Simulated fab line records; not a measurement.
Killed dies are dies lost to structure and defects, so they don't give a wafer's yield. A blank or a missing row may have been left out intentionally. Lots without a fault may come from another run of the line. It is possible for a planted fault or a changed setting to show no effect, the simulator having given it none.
Chamber matching / flow nand-harc / NHARC_P_GATE_STRIP_108 on rie-diel-03: 4 sister chambers
The step strips in O2. 7 wafers are shown with their chamber, then 8 later ones without.

## WAFERS WITH THEIR CHAMBER
wafer=L361.1; chamber=1; showerhead-plenum-p-Torr (Torr)=3.63; oes-product-au (a.u.)=0.998
wafer=L361.3; chamber=3; showerhead-plenum-p-Torr (Torr)=3.38; oes-product-au (a.u.)=1.000
wafer=L361.5; chamber=0; showerhead-plenum-p-Torr (Torr)=3.47; oes-product-au (a.u.)=0.994
wafer=L360.3; chamber=2; showerhead-plenum-p-Torr (Torr)=3.31; oes-product-au (a.u.)=1.037
wafer=L360.4; chamber=0; showerhead-plenum-p-Torr (Torr)=3.47; oes-product-au (a.u.)=0.988
wafer=L360.5; chamber=2; showerhead-plenum-p-Torr (Torr)=3.31; oes-product-au (a.u.)=1.036
wafer=L364.3; chamber=1; showerhead-plenum-p-Torr (Torr)=3.62; oes-product-au (a.u.)=1.009

## WAFERS WITH NO CHAMBER GIVEN
wafer=L364.5; showerhead-plenum-p-Torr (Torr)=3.31; oes-product-au (a.u.)=1.028
wafer=L364.6; showerhead-plenum-p-Torr (Torr)=3.37; oes-product-au (a.u.)=0.991
wafer=L365.1; showerhead-plenum-p-Torr (Torr)=3.62; oes-product-au (a.u.)=0.992
wafer=L365.3; showerhead-plenum-p-Torr (Torr)=3.37; oes-product-au (a.u.)=0.999
wafer=L365.6; showerhead-plenum-p-Torr (Torr)=3.62; oes-product-au (a.u.)=0.991
wafer=L368.1; showerhead-plenum-p-Torr (Torr)=3.47; oes-product-au (a.u.)=1.004
wafer=L368.4; showerhead-plenum-p-Torr (Torr)=3.31; oes-product-au (a.u.)=1.039
wafer=L368.5; showerhead-plenum-p-Torr (Torr)=3.47; oes-product-au (a.u.)=0.988

## THE CHAMBER EACH PASSED THROUGH
wafer=L364.5; from the rows above=2; in truth=2
wafer=L364.6; from the rows above=3; in truth=3
wafer=L365.1; from the rows above=1; in truth=1
wafer=L365.3; from the rows above=3; in truth=3
wafer=L365.6; from the rows above=1; in truth=1
wafer=L368.1; from the rows above=0; in truth=0
wafer=L368.4; from the rows above=2; in truth=2
wafer=L368.5; from the rows above=0; in truth=0
Correctly placed: 8 of 8. From these rows, 0 cannot be placed. Wrongly placed: 0.
How it was worked out, from the rows above alone: a wafer's distance from a chamber is the root of the sum, over the readings, of the square of ((its reading less the chamber's mean) divided by the reading's scatter). The wafer belongs to the nearest chamber; if the next one is less than 2 further off, it can't be placed. For every chamber, the mean is computed from those of its wafers that are shown. How the scatter is found: for the shown wafers, subtract from each reading the mean of its chamber, square and add these, divide the total by (wafers less chambers), then take the root.
